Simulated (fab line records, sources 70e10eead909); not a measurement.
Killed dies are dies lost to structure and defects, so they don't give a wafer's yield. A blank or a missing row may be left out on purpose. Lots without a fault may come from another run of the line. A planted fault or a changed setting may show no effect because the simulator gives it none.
A struck lot beside a sound one | flow nand_harc | 15 steps out of a route of 1302
Sound: wafers L724.4, L724.5, L724.6. Struck: wafers L733.1, L733.5, L733.6. The cause comes at the end.
At each step with rows: each side's tool, then ch and its chambers, then its first start. Under that, the readings that differ: sound wafers | struck wafers | difference of the means | sigmas: that difference in standard deviations of wafers without a fault.
alike: readings whose means differ by less than 2 such deviations, and words and numbers that are the same on both sides. not compared: withheld readings, readings that some wafer has no value for, bounds like >300 that may hide the same value, and numbers for which the record gives no deviation and whose values overlap.
The two part at a step that has a row with sigmas, a row that says differs or no value, or rows on one side only. Numbers that don't overlap but have no deviation are shown without sigmas and don't part them. A reading that every wafer of one side lacks parts them only if that side has two wafers or more.

first, 1 step without rows for these wafers: NHARC_A_ONON_D1_DEP_00 (target thk 1000 nm).
NHARC_A_ONON_D1_THK_MEAS_02: measures by ellipsometry.
  sound on film_metro-02, day 11 15:40; struck on film_metro-01, day 15 05:49
  alike: thk_nm
then, 1 step without rows for these wafers: NHARC_A_ONON_D1_DEP_03 (target thk 1000 nm).
NHARC_A_ONON_D1_THK_MEAS_05: measures by ellipsometry.
  sound on film_metro-02, day 11 16:14; struck on film_metro-01, day 15 06:23
  alike: thk_nm
then, 1 step without rows for these wafers: NHARC_A_ONON_D1_DEP_06 (target thk 1000 nm).
NHARC_A_ONON_D1_THK_MEAS_08: measures by ellipsometry.
  sound on film_metro-02, day 11 16:48; struck on film_metro-01, day 15 06:57
  reading     | sound          | struck      | difference | sigmas
  thk_nm (nm) | 1015 1014 1013 | 987 987 986 | -27        | -3
then, 1 step without rows for these wafers: NHARC_A_ONON_D1_DEP_09 (target thk 1000 nm).
NHARC_A_ONON_D1_THK_MEAS_11: measures by ellipsometry.
  sound on film_metro-01, day 11 17:22; struck on film_metro-02, day 15 07:31
  alike: thk_nm
then, 1 step without rows for these wafers: NHARC_A_ONON_D1_DEP_12 (target thk 1000 nm).
NHARC_A_ONON_D1_THK_MEAS_14: measures by ellipsometry.
  sound on film_metro-02, day 11 17:56; struck on film_metro-01, day 15 08:05
  alike: thk_nm
then, 1 step without rows for these wafers: NHARC_A_ONON_D1_ANNEAL_15 (time 3600 s).
NHARC_A_ONON_D1_DEP_16: target thk 1000 nm.
  sound on pecvd_onon-04 ch 0, day 12 01:31; struck on pecvd_onon-01 ch 0, day 15 17:06
NHARC_A_ONON_D1_THK_MEAS_18: measures by ellipsometry.
  sound on film_metro-01, day 12 01:52; struck on film_metro-02, day 15 17:36
  reading     | sound          | struck         | difference | sigmas
  thk_nm (nm) | 1020 1020 1023 | 1535 1536 1534 | +514       | +47
then, 1 step without rows for these wafers: NHARC_A_ONON_D1_DEP_19 (target thk 1000 nm).
-- the record jumps here: 17 days lie between the struck wafers' starts before and after (it left off in module A_ONON_D1 and takes up again in module END, whose first step shown is number 1302 of the route) --
NHARC_END_SORT_01:
  the record has rows for the struck wafers here (prober-02 ch 0, day 33 00:44) and none for the sound ones

WHERE THEY PART
First at NHARC_A_ONON_D1_THK_MEAS_08; last, within this record, at NHARC_END_SORT_01.

WHY: what the simulator had put in
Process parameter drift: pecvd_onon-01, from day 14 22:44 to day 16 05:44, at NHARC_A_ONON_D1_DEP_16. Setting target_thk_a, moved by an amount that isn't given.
